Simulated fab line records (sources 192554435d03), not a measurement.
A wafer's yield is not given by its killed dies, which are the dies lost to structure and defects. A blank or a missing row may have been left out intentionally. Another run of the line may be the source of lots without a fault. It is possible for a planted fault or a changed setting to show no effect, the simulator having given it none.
fab line records	flow n5_finfet
record lots=7	wafers=21	last_day=19
route steps=1938 shown MOL_CONTACT_COAG@546 BEOL_M4@1111 PASSIVATION@1936
lots that met no fault: taken from a fault-free run of the same line
start_h: start of the lot's first displayed wafer, in hours after the record's first day	wait_h: hours from the lot's prior step to this one	" same as the row above	L1.1+2: a single row standing in for several wafers	- either no value or no given start	* or withheld: withheld	< > ~ a bound
route shown NAME@n: names a module that has steps shown in the file, with the first one's number in the route	usual: mean/standard deviation of fault-free wafers	same: alike in all rows	chamber/n: place in a boat	sites: the reading at each site	_std_site: how widely they spread, as a standard deviation	_edge_site: inner sites' mean taken away from outer sites' mean	radius_mm: for every site, how far away it sits from the centre of the wafer	mask NAME#n: copy n	behind: the most recent tool/chamber to have shaped the wafer	hold: cause of the lot's hold/its duration in hours/its outcome	device: which transistor (n, p or np) failed to switch	end of line: tests of these same wafers at the route's end	step lacking rows: just its recipe	killed: dies that structure and defects cost at the first sort, which is not the same as the wafer's yield	map: the dies of a wafer, with x for killed, . for not killed, _ for no die there
set.NAME: the setting the step ran with; set.NAME@STEP: the setting that earlier step ran with	model.NAME: the simulator's own value behind a step, which no gauge read
certain route steps with their lots: each step a table, each wafer a row
services: a tool's chamber out of use, with start hour (start_h, from the record's first day; less than 0 if before it), hours out, and reason
## steps
# step N5_MOL_CONTACT_COAG_PRE_CLEAN_141
# recipe gas=H2/He	time_s=60	temp_c=300
# usual heater_power_w=466/27
lot.wafer	tool	chamber	start_h	wait_h	heater_power_w
L820.1	pvd_sputter-01	-	102.31	2.3	476
L820.3	"	-	"	"	450
L820.6	"	-	"	"	449
L823.2	pvd_sputter-01	-	114.56	0.2	422
L823.4	"	-	"	"	451
L823.6	"	-	"	"	460
L834.1	pvd_sputter-02	-	185.09	2.2	498
L834.2	"	-	"	"	441
L834.4	"	-	"	"	440
L835.2	pvd_sputter-01	-	191.78	0.3	473
L835.4	"	-	"	"	453
L835.5	"	-	"	"	456
L836.4	pvd_sputter-03	-	200.81	1.8	452
L836.5	"	-	"	"	510
L836.6	"	-	"	"	486
L838.1	pvd_sputter-02	-	208.60	1.0	460
L838.4	"	-	"	"	436
L838.5	"	-	"	"	440
L842.2	pvd_sputter-02	-	238.89	0.2	446
L842.4	"	-	"	"	439
L842.5	"	-	"	"	454
# step N5_MOL_CONTACT_COAG_SPUTTER_143
# recipe material=Co	target_thk_a=25	temp_c=25	chamber_pressure_pa=0.2
# usual throttle_valve_pct=29.9/1.1
lot.wafer	tool	chamber	start_h	wait_h	throttle_valve_pct
L820.1	pvd_sputter-01	-	102.37	0.0	30.0
L820.3	"	-	"	"	30.1
L820.6	"	-	"	"	30.2
L823.2	pvd_sputter-01	-	114.62	0.0	31.3
L823.4	"	-	"	"	30.3
L823.6	"	-	"	"	30.1
L834.1	pvd_sputter-02	-	185.15	0.0	29.4
L834.2	"	-	"	"	30.3
L834.4	"	-	"	"	28.2
L835.2	pvd_sputter-01	-	191.84	0.0	30.1
L835.4	"	-	"	"	30.3
L835.5	"	-	"	"	30.2
L836.4	pvd_sputter-03	-	200.87	0.0	31.5
L836.5	"	-	"	"	29.3
L836.6	"	-	"	"	30.8
L838.1	pvd_sputter-02	-	208.66	0.0	28.4
L838.4	"	-	"	"	29.0
L838.5	"	-	"	"	30.4
L842.2	pvd_sputter-02	-	238.95	0.0	28.4
L842.4	"	-	"	"	29.3
L842.5	"	-	"	"	29.1
# step N5_MOL_CONTACT_COAG_CO_FILL_22
# recipe material=Co	target_thk_a=200	temp_c=200	precursor=CCTBA/H2	pressure_torr=30
# step N5_MOL_CONTACT_COAG_ANNEAL_113
# recipe temp_c=400	time_s=300	ambient=H2/N2
# step N5_MOL_CONTACT_COAG_PRE_CLEAN_142
# recipe gas=H2/He	time_s=60	temp_c=300
# usual heater_power_w=464/27
lot.wafer	tool	chamber	start_h	wait_h	heater_power_w
L820.1	pvd_sputter-03	-	105.00	1.5	495
L820.3	"	-	"	"	515
L820.6	"	-	"	"	504
L823.2	pvd_sputter-03	-	116.98	1.0	499
L823.4	"	-	"	"	497
L823.6	"	-	"	"	455
L834.1	pvd_sputter-01	-	188.30	2.3	415
L834.2	"	-	"	"	452
L834.4	"	-	"	"	487
L835.2	pvd_sputter-02	-	193.63	0.8	470
L835.4	"	-	"	"	433
L835.5	"	-	"	"	477
L836.4	pvd_sputter-02	-	202.88	0.7	474
L836.5	"	-	"	"	442
L836.6	"	-	"	"	442
L838.1	pvd_sputter-03	-	211.23	1.5	501
L838.4	"	-	"	"	492
L838.5	"	-	"	"	502
L842.2	pvd_sputter-01	-	240.65	0.6	460
L842.4	"	-	"	"	458
L842.5	"	-	"	"	407
# step N5_MOL_CONTACT_COAG_SPUTTER_130
# recipe material=Co	target_thk_a=475	temp_c=25	chamber_pressure_pa=0.5	power_w=3000
# usual throttle_valve_pct=29.9/1
lot.wafer	tool	chamber	start_h	wait_h	throttle_valve_pct
L820.1	pvd_sputter-03	-	105.06	0.0	28.4
L820.3	"	-	"	"	30.6
L820.6	"	-	"	"	28.3
L823.2	pvd_sputter-03	-	117.04	0.0	29.0
L823.4	"	-	"	"	28.2
L823.6	"	-	"	"	31.1
L834.1	pvd_sputter-01	-	188.36	0.0	31.2
L834.2	"	-	"	"	30.1
L834.4	"	-	"	"	30.1
L835.2	pvd_sputter-02	-	193.69	0.0	29.3
L835.4	"	-	"	"	30.7
L835.5	"	-	"	"	29.2
L836.4	pvd_sputter-02	-	202.94	0.0	28.9
L836.5	"	-	"	"	30.5
L836.6	"	-	"	"	28.9
L838.1	pvd_sputter-03	-	211.29	0.0	30.7
L838.4	"	-	"	"	28.3
L838.5	"	-	"	"	28.1
L842.2	pvd_sputter-01	-	240.71	0.0	30.3
L842.4	"	-	"	"	30.2
L842.5	"	-	"	"	31.4
# step N5_MOL_CONTACT_COAG_PRECLEAN_125
# recipe chemistry=DIW	time_s=57.5	temp_c=23
# step N5_MOL_CONTACT_COAG_SRD_126
# recipe dry_time_s=32	dry=n2_spin	spin_rpm=1500
# step N5_MOL_CONTACT_COAG_CMP_23
# recipe stop_on=SiO2	t_overpolish_s=1.5	post_cmp_clean=cu_alkaline	down_force_psi=2	platen_rpm=50.289	pad_velocity_m_s=1.0006	target_thk_nm=0
# step N5_MOL_CONTACT_COAG_WET_ETCH_26
# recipe target=Co	target_depth_nm=13
# step N5_MOL_CONTACT_COAG_WET_ETCH_116
# recipe chemistry=SC1-inhibited	target_depth_nm=4.6	dry=ipa_marangoni	rinse_time_s=30	rinse_temp_c=23
# usual rinse_temp_c=23.00/0.11	rinse_time_s=30/0
lot.wafer	tool	chamber	start_h	wait_h	rinse_temp_c	rinse_time_s
L820.1	wet_bench-05	1	105.76	0.0	23.04	30
L820.3	"	0	"	"	23.00	30
L820.6	"	3	"	"	22.97	30
L823.2	wet_bench-03	7	117.74	0.0	22.87	30
L823.4	"	2	"	"	23.04	30
L823.6	"	1	"	"	23.12	30
L834.1	wet_bench-06	1	189.04	0.0	-	-
L834.2	"	3	"	"	-	-
L834.4	"	4	"	"	-	-
L835.2	wet_bench-03	1	194.37	0.0	-	-
L835.4	"	4	"	"	-	-
L835.5	"	7	"	"	-	-
L836.4	wet_bench-06	7	203.62	0.0	-	-
L836.5	"	3	"	"	-	-
L836.6	"	4	"	"	-	-
L838.1	wet_bench-05	3	211.97	0.0	23.26	30
L838.4	"	6	"	"	22.74	30
L838.5	"	7	"	"	22.99	30
L842.2	wet_bench-05	1	241.41	0.0	23.02	30
L842.4	"	2	"	"	22.84	30
L842.5	"	3	"	"	23.03	30
# step N5_MOL_CONTACT_COAG_ALD_27
# recipe material=SiOC	target_thk_a=170	temp_c=400	ald_precursor_family=carbosiloxane	ald_co_reactant=H2-plasma	pulse_time_s=1.5	time_s=2720	purge_time_s=2	co_reactant_purge_time_s=2	ald_cycles=340	pressure_torr=2
# usual heater_power_w=859/72	precursor_pulse_height_rel=0.999/0.019
lot.wafer	tool	chamber	start_h	wait_h	heater_power_w	precursor_pulse_height_rel	since_wet_clean_h
L820.1	ald_sin-01	2	106.10	0.0	851	0.996	203
L820.3	"	1	"	"	782	0.995	203
L820.6	"	2	"	"	837	1.003	-
L823.2	ald_sin-04	0	118.83	0.8	804	0.991	111
L823.4	"	1	"	"	809	1.017	111
L823.6	"	2	"	"	945	1.024	-
L834.1	ald_sin-01	3	189.36	0.0	880	1.023	286
L834.2	"	2	"	"	872	0.985	286
L834.4	"	1	"	"	792	1.025	286
L835.2	ald_sin-01	0	194.69	0.0	923	0.972	291
L835.4	"	3	"	"	855	0.999	291
L835.5	"	0	"	"	908	0.971	-
L836.4	ald_sin-04	2	203.94	0.0	954	0.994	197
L836.5	"	0	"	"	789	0.957	-
L836.6	"	3	"	"	914	0.992	-
L838.1	ald_sin-04	2	212.29	0.0	965	1.014	205
L838.4	"	1	"	"	814	1.033	205
L838.5	"	2	"	"	975	1.016	-
L842.2	ald_sin-02	3	242.06	0.3	692	0.973	52
L842.4	"	1	"	"	787	1.027	52
L842.5	"	0	"	"	896	0.984	-
# step N5_BEOL_M4_RC_MEAS_101
# usual DIBL_N=36.3/1.9	DIBL_P=36.0/2.1	IOFF_N=0.16/0.031	IOFF_P=0.21/0.035	ION_N=675/14	ION_P=464/8.5	SS_N=71.5/0.6	SS_P=73.3/0.72	VT_N=250/3.2	VT_P=-250/3.1
lot.wafer	tool	chamber	start_h	wait_h	DIBL_N[mV/V]	DIBL_P[mV/V]	IOFF_N[nA/um]	IOFF_P[nA/um]	ION_N[uA/um]	ION_P[uA/um]	SS_N[mV/dec]	SS_P[mV/dec]	VT_N[mV]	VT_P[mV]
L820.1	prober-02	0	173.37	0.0	33.9	33.4	0.11	0.17	662	457	70.9	71.9	253	-248
L820.3	"	0	"	"	38.7	38.1	0.21	0.26	676	466	72.7	73.5	248	-246
L820.6	"	0	"	"	35.0	35.1	0.13	0.21	663	459	71.5	73.5	251	-248
L823.2	prober-02	0	186.20	0.2	35.7	36.1	0.15	0.20	679	466	71.0	73.9	252	-252
L823.4	"	0	"	"	38.5	39.5	0.18	0.25	674	465	72.0	74.8	252	-247
L823.6	"	0	"	"	34.7	35.2	0.13	0.19	660	457	71.1	73.1	252	-255
L838.1	prober-01	0	320.86	0.0	35.8	37.3	0.17	0.23	676	462	71.7	73.7	249	-248
L838.4	"	0	"	"	35.9	37.6	0.17	0.23	662	460	71.7	74.1	251	-249
L838.5	"	0	"	"	36.2	36.0	0.17	0.21	665	456	72.4	73.4	251	-252
L842.2	prober-01	0	340.83	0.2	36.4	36.4	0.14	0.21	650	452	71.2	72.6	254	-250
L842.4	"	0	"	"	35.2	35.1	0.14	0.19	665	461	71.4	72.9	250	-254
L842.5	"	0	"	"	36.7	37.6	0.17	0.22	663	457	71.0	73.8	252	-250
# step N5_PASSIVATION_PROBE_49
# usual defect_limited_yield=91.0/1.5	killed_at_M0_to_M3=32/9.6	killed_at_M4_up=13/4.7	killed_at_contacts=13/7.2	killed_at_front_end=44/13	killed_at_other=4/3.4	killed_dies=106/18	killed_on_rim=14/4.2	killed_open=70/13	killed_short=35/8	sort_bin_5_function=5.3/0.97	sort_bin_6_memory=3.4/0.73	sort_n_pass=1074/18	sort_yield_pct=91.0/1.5
# same gross_dies=1180	killed_at_back_side=0	sort_bin_4_leakage[%]=0	sort_bin_8_speed[%]=0
lot.wafer	tool	chamber	start_h	wait_h	defect_limited_yield[%]	killed_at_M0_to_M3	killed_at_M4_up	killed_at_contacts	killed_at_front_end	killed_at_other	killed_dies	killed_on_rim	killed_open	killed_short	sort_bin_5_function[%]	sort_bin_6_memory[%]	sort_n_pass	sort_yield_pct[%]
L820.1	prober-01	-	258.60	0.0	91.4	28	14	16	42	2	102	14	71	30	5.0	3.4	1078	91.4
L820.3	prober-01	-	258.70	0.1	89.7	39	23	8	49	2	121	17	74	46	5.8	4.1	1059	89.7
L820.6	prober-01	-	258.85	0.3	90.6	45	14	7	44	1	111	17	77	34	5.6	3.3	1069	90.6
L823.2	prober-01	-	266.06	0.1	89.4	44	5	6	61	9	125	20	75	48	6.5	3.3	1055	89.4
L823.4	prober-01	-	266.16	0.2	93.7	23	10	6	26	9	74	5	47	26	3.5	2.4	1106	93.7
L823.6	prober-01	-	266.26	0.3	91.1	19	6	2	69	9	105	22	62	43	5.5	2.9	1075	91.1
L835.2	prober-02	-	396.81	0.1	0	14	18	1081	63	4	1180	152	75	42	96.4	3.5	0	0
L835.4	prober-02	-	396.91	0.2	0	38	13	1093	36	0	1180	152	69	34	96.8	2.7	0	0
L835.5	prober-02	-	396.96	0.2	0	19	10	1081	65	5	1180	152	65	40	97.1	2.5	0	0
L834.1	prober-02	-	425.07	0.0	0	31	15	1079	48	7	1180	152	55	44	96.5	3.1	0	0
L834.2	prober-02	-	425.12	0.1	0	25	10	1061	79	5	1180	152	84	56	94.7	4.5	0	0
L834.4	prober-02	-	425.22	0.2	0	29	5	1092	53	1	1180	152	57	32	96.8	3.0	0	0
L836.4	prober-01	-	425.23	0.2	0	37	12	1095	34	2	1180	152	59	35	96.3	3.6	0	0
L836.5	prober-01	-	425.28	0.2	0	33	11	1097	38	1	1180	152	63	34	96.9	3.0	0	0
L836.6	prober-01	-	425.33	0.3	0	30	18	1080	46	6	1180	152	67	39	96.4	3.1	0	0
# killed by level:class
L820.1 MOL_CONTACT_COAG:geometric_particle:open=14 BEOL_M4:geometric_particle:open=11 FIN_SAQP:geometric_particle:open=10 BEOL_M2:geometric_particle:open=10 FIN_SAQP:geometric_particle:short=7 BEOL_M3:geometric_particle:open=6 BEOL_M2:geometric_particle:short=5 FIN_CUT:geometric_particle:short=4
L820.3 BEOL_M4:geometric_particle:open=16 BEOL_M2:geometric_particle:open=14 FIN_SAQP:geometric_particle:short=13 FIN_SAQP:geometric_particle:open=9 STI_FIN_REVEAL:geometric_particle:open=7 GATE_CUT:geometric_particle:short=6 MOL_CONTACT_COAG:geometric_particle:short=5 BEOL_M0_SAQP:geometric_particle:open=5
L820.6 BEOL_M3:geometric_particle:open=13 GATE_CUT:geometric_particle:open=9 BEOL_M1:geometric_particle:open=9 BEOL_M0_SAQP:geometric_particle:open=8 FIN_SAQP:geometric_particle:open=6 BEOL_M2:geometric_particle:open=5 FIN_SAQP:geometric_particle:short=4 DUMMY_GATE:geometric_particle:open=4
L823.2 FIN_SAQP:geometric_particle:open=16 FIN_SAQP:geometric_particle:short=14 BEOL_M0_SAQP:geometric_particle:open=14 GATE_CUT:geometric_particle:short=9 BEOL_M0_SAQP:geometric_particle:short=8 BEOL_M2:geometric_particle:open=7 GATE_CUT:geometric_particle:open=6 BEOL_M3:geometric_particle:open=5
L823.4 FIN_SAQP:geometric_particle:open=8 BEOL_M0_SAQP:geometric_particle:short=8 BEOL_M0_SAQP:geometric_particle:open=7 MIM_BOT:geometric_particle:open=5 BEOL_M3:geometric_particle:open=5 FIN_SAQP:geometric_particle:short=4 STI_FIN_REVEAL:geometric_particle:open=4 MOL_CONTACT_COAG:geometric_particle:short=4
L823.6 STI_FIN_REVEAL:geometric_particle:open=19 FIN_SAQP:geometric_particle:open=12 FIN_SAQP:geometric_particle:short=9 GATE_CUT:geometric_particle:short=5 ILD0:geometric_particle:short=5 BEOL_M0_SAQP:geometric_particle:open=5 MIM_BOT:geometric_particle:short=5 STI_FIN_REVEAL:geometric_particle:short=4
L835.2 MOL_CONTACT_COAG:area_etch=1063 FIN_SAQP:geometric_particle:short=18 FIN_SAQP:geometric_particle:open=15 STI_FIN_REVEAL:geometric_particle:open=15 MOL_CONTACT_COAG:geometric_particle:open=14 BEOL_M4:geometric_particle:open=8 BEOL_M2:geometric_particle:open=5 BEOL_M4:geometric_particle:short=5
L835.4 MOL_CONTACT_COAG:area_etch=1075 MOL_CONTACT_COAG:geometric_particle:open=16 STI_FIN_REVEAL:geometric_particle:open=12 FIN_SAQP:geometric_particle:open=7 BEOL_M0_SAQP:geometric_particle:open=7 BEOL_M0_SAQP:geometric_particle:short=7 BEOL_M3:geometric_particle:short=6 BEOL_M4:geometric_particle:open=5
L835.5 MOL_CONTACT_COAG:area_etch=1072 FIN_SAQP:geometric_particle:open=20 STI_FIN_REVEAL:geometric_particle:open=14 FIN_SAQP:geometric_particle:short=13 BEOL_M2:geometric_particle:open=7 MOL_CONTACT_COAG:geometric_particle:open=5 GATE_CUT:geometric_particle:short=4 MOL_CONTACT_COAG:geometric_particle:short=4
L834.1 MOL_CONTACT_COAG:area_etch=1074 FIN_SAQP:geometric_particle:short=15 FIN_SAQP:geometric_particle:open=13 BEOL_M0_SAQP:geometric_particle:open=8 BEOL_M3:geometric_particle:open=7 ILD0:geometric_particle:short=5 MOL_CONTACT_COAG:geometric_particle:open=5 BEOL_M2:geometric_particle:open=4
L834.2 MOL_CONTACT_COAG:area_etch=1037 FIN_SAQP:geometric_particle:open=32 FIN_SAQP:geometric_particle:short=23 MOL_CONTACT_COAG:geometric_particle:open=17 MOL_CONTACT_COAG:geometric_particle:short=7 GATE_CUT:geometric_particle:short=6 BEOL_M1:geometric_particle:open=6 STI_FIN_REVEAL:geometric_particle:open=5
L834.4 MOL_CONTACT_COAG:area_etch=1089 FIN_SAQP:geometric_particle:open=14 FIN_SAQP:geometric_particle:short=13 BEOL_M0_SAQP:geometric_particle:short=9 BEOL_M0_SAQP:geometric_particle:open=6 STI_FIN_REVEAL:geometric_particle:open=4 BEOL_M2:geometric_particle:open=4 BEOL_M3:geometric_particle:open=4
L836.4 MOL_CONTACT_COAG:area_etch=1085 FIN_SAQP:geometric_particle:short=8 BEOL_M0_SAQP:geometric_particle:open=8 MOL_CONTACT_COAG:geometric_particle:open=7 BEOL_M0_SAQP:geometric_particle:short=7 BEOL_M1:geometric_particle:open=6 BEOL_M2:geometric_particle:open=6 BEOL_M4:geometric_particle:open=6
L836.5 MOL_CONTACT_COAG:area_etch=1083 STI_FIN_REVEAL:geometric_particle:open=13 MOL_CONTACT_COAG:geometric_particle:open=11 BEOL_M2:geometric_particle:open=10 BEOL_M0_SAQP:geometric_particle:short=5 BEOL_M0_SAQP:geometric_particle:open=4 BEOL_M3:geometric_particle:open=4 FIN_SAQP:geometric_particle:short=3
L836.6 MOL_CONTACT_COAG:area_etch=1074 STI_FIN_REVEAL:geometric_particle:open=12 FIN_SAQP:geometric_particle:short=6 BEOL_M1:geometric_particle:open=6 GATE_CUT:geometric_particle:short=5 MOL_CONTACT_COAG:geometric_particle:open=5 BEOL_M4:geometric_particle:open=5 BEOL_M0_SAQP:geometric_particle:open=4
# map L834.1 (x killed, . not)
_________________xxxxxxxxxxxx________________
______________xxxxxxxxxxxxxxxxxx_____________
___________xxxxxxxxxxxxxxxxxxxxxxxx__________
__________xxxxxxxxxxxxxxxxxxxxxxxxxx_________
________xxxxxxxxxxxxxxxxxxxxxxxxxxxxxx_______
_______xxxxxxxxxxxxxxxxxxxxxxxxxxxxxxxx______
______xxxxxxxxxxxxxxxxxxxxxxxxxxxxxxxxxx_____
_____xxxxxxxxxxxxxxxxxxxxxxxxxxxxxxxxxxxx____
____xxxxxxxxxxxxxxxxxxxxxxxxxxxxxxxxxxxxxx___
___xxxxxxxxxxxxxxxxxxxxxxxxxxxxxxxxxxxxxxxx__
___xxxxxxxxxxxxxxxxxxxxxxxxxxxxxxxxxxxxxxxx__
__xxxxxxxxxxxxxxxxxxxxxxxxxxxxxxxxxxxxxxxxxx_
__xxxxxxxxxxxxxxxxxxxxxxxxxxxxxxxxxxxxxxxxxx_
_xxxxxxxxxxxxxxxxxxxxxxxxxxxxxxxxxxxxxxxxxxxx
_xxxxxxxxxxxxxxxxxxxxxxxxxxxxxxxxxxxxxxxxxxxx
_xxxxxxxxxxxxxxxxxxxxxxxxxxxxxxxxxxxxxxxxxxxx
_xxxxxxxxxxxxxxxxxxxxxxxxxxxxxxxxxxxxxxxxxxxx
_xxxxxxxxxxxxxxxxxxxxxxxxxxxxxxxxxxxxxxxxxxxx
_xxxxxxxxxxxxxxxxxxxxxxxxxxxxxxxxxxxxxxxxxxxx
_xxxxxxxxxxxxxxxxxxxxxxxxxxxxxxxxxxxxxxxxxxxx
_xxxxxxxxxxxxxxxxxxxxxxxxxxxxxxxxxxxxxxxxxxxx
__xxxxxxxxxxxxxxxxxxxxxxxxxxxxxxxxxxxxxxxxxx_
__xxxxxxxxxxxxxxxxxxxxxxxxxxxxxxxxxxxxxxxxxx_
___xxxxxxxxxxxxxxxxxxxxxxxxxxxxxxxxxxxxxxxx__
___xxxxxxxxxxxxxxxxxxxxxxxxxxxxxxxxxxxxxxxx__
____xxxxxxxxxxxxxxxxxxxxxxxxxxxxxxxxxxxxxx___
_____xxxxxxxxxxxxxxxxxxxxxxxxxxxxxxxxxxxx____
______xxxxxxxxxxxxxxxxxxxxxxxxxxxxxxxxxx_____
_______xxxxxxxxxxxxxxxxxxxxxxxxxxxxxxxx______
________xxxxxxxxxxxxxxxxxxxxxxxxxxxxxx_______
__________xxxxxxxxxxxxxxxxxxxxxxxxxx_________
___________xxxxxxxxxxxxxxxxxxxxxxxx__________
______________xxxxxxxxxxxxxxxxxx_____________
_________________xxxxxxxxxxxx________________
# map L835.2 (x killed, . not)
_________________xxxxxxxxxxxx________________
______________xxxxxxxxxxxxxxxxxx_____________
___________xxxxxxxxxxxxxxxxxxxxxxxx__________
__________xxxxxxxxxxxxxxxxxxxxxxxxxx_________
________xxxxxxxxxxxxxxxxxxxxxxxxxxxxxx_______
_______xxxxxxxxxxxxxxxxxxxxxxxxxxxxxxxx______
______xxxxxxxxxxxxxxxxxxxxxxxxxxxxxxxxxx_____
_____xxxxxxxxxxxxxxxxxxxxxxxxxxxxxxxxxxxx____
____xxxxxxxxxxxxxxxxxxxxxxxxxxxxxxxxxxxxxx___
___xxxxxxxxxxxxxxxxxxxxxxxxxxxxxxxxxxxxxxxx__
___xxxxxxxxxxxxxxxxxxxxxxxxxxxxxxxxxxxxxxxx__
__xxxxxxxxxxxxxxxxxxxxxxxxxxxxxxxxxxxxxxxxxx_
__xxxxxxxxxxxxxxxxxxxxxxxxxxxxxxxxxxxxxxxxxx_
_xxxxxxxxxxxxxxxxxxxxxxxxxxxxxxxxxxxxxxxxxxxx
_xxxxxxxxxxxxxxxxxxxxxxxxxxxxxxxxxxxxxxxxxxxx
_xxxxxxxxxxxxxxxxxxxxxxxxxxxxxxxxxxxxxxxxxxxx
_xxxxxxxxxxxxxxxxxxxxxxxxxxxxxxxxxxxxxxxxxxxx
_xxxxxxxxxxxxxxxxxxxxxxxxxxxxxxxxxxxxxxxxxxxx
_xxxxxxxxxxxxxxxxxxxxxxxxxxxxxxxxxxxxxxxxxxxx
_xxxxxxxxxxxxxxxxxxxxxxxxxxxxxxxxxxxxxxxxxxxx
_xxxxxxxxxxxxxxxxxxxxxxxxxxxxxxxxxxxxxxxxxxxx
__xxxxxxxxxxxxxxxxxxxxxxxxxxxxxxxxxxxxxxxxxx_
__xxxxxxxxxxxxxxxxxxxxxxxxxxxxxxxxxxxxxxxxxx_
___xxxxxxxxxxxxxxxxxxxxxxxxxxxxxxxxxxxxxxxx__
___xxxxxxxxxxxxxxxxxxxxxxxxxxxxxxxxxxxxxxxx__
____xxxxxxxxxxxxxxxxxxxxxxxxxxxxxxxxxxxxxx___
_____xxxxxxxxxxxxxxxxxxxxxxxxxxxxxxxxxxxx____
______xxxxxxxxxxxxxxxxxxxxxxxxxxxxxxxxxx_____
_______xxxxxxxxxxxxxxxxxxxxxxxxxxxxxxxx______
________xxxxxxxxxxxxxxxxxxxxxxxxxxxxxx_______
__________xxxxxxxxxxxxxxxxxxxxxxxxxx_________
___________xxxxxxxxxxxxxxxxxxxxxxxx__________
______________xxxxxxxxxxxxxxxxxx_____________
_________________xxxxxxxxxxxx________________
## services
tool	chamber	start_h	hours	kind
wet_bench-05	-	94.36	3.3	repair
pvd_sputter-01	-	95.01	3.0	repair
pvd_sputter-02	-	100.00	1.3	repair
ald_sin-02	1	160.35	15.6	repair
ald_sin-04	3	173.31	5.0	repair
ald_sin-02	-	176.75	14.0	pm
ald_sin-02	0	176.75	14.0	vent_cycle
ald_sin-02	1	176.75	14.0	vent_cycle
ald_sin-02	2	176.75	14.0	vent_cycle
ald_sin-02	3	176.75	14.0	vent_cycle
ald_sin-02	0	190.75	-	clean
ald_sin-02	1	190.75	-	clean
ald_sin-02	2	190.75	-	clean
ald_sin-02	3	190.75	-	clean
ald_sin-01	3	204.32	16.5	repair
ald_sin-02	1	227.41	8.0	repair
wet_bench-06	-	236.80	1.9	pm
wet_bench-06	-	240.43	2.1	repair
## key
first_sign step=N5_MOL_CONTACT_COAG_WET_ETCH_116	reading=tool_record	direction=missing
effect step=N5_PASSIVATION_PROBE_49	reading=killed_at_contacts	direction=up	sigmas=99+	usual=13	struck=1084
more_kills_born_at N5_MOL_CONTACT_COAG_WET_ETCH_116@wet_bench-06=6442	N5_MOL_CONTACT_COAG_WET_ETCH_116@wet_bench-03=3210
met_at N5_MOL_CONTACT_COAG_WET_ETCH_116
struck_wafers L834.1,L834.2,L834.4,L835.2,L835.4,L835.5,L836.4,L836.5,L836.6
later_rows_left_out L834.1,L834.2,L834.4,L835.2,L835.4,L835.5,L836.4,L836.5,L836.6
onset_between 117.74 189.04
fault kind=skipped_step_whole	tool=wet_bench-03,wet_bench-06	chamber=-	onset_h=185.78	steps=N5_MOL_CONTACT_COAG_WET_ETCH_116	scope=struck_lots_only
# later_rows_left_out: the simulator's readings of these wafers behind a module that went badly wrong aren't trusted and aren't shown, but for the sort
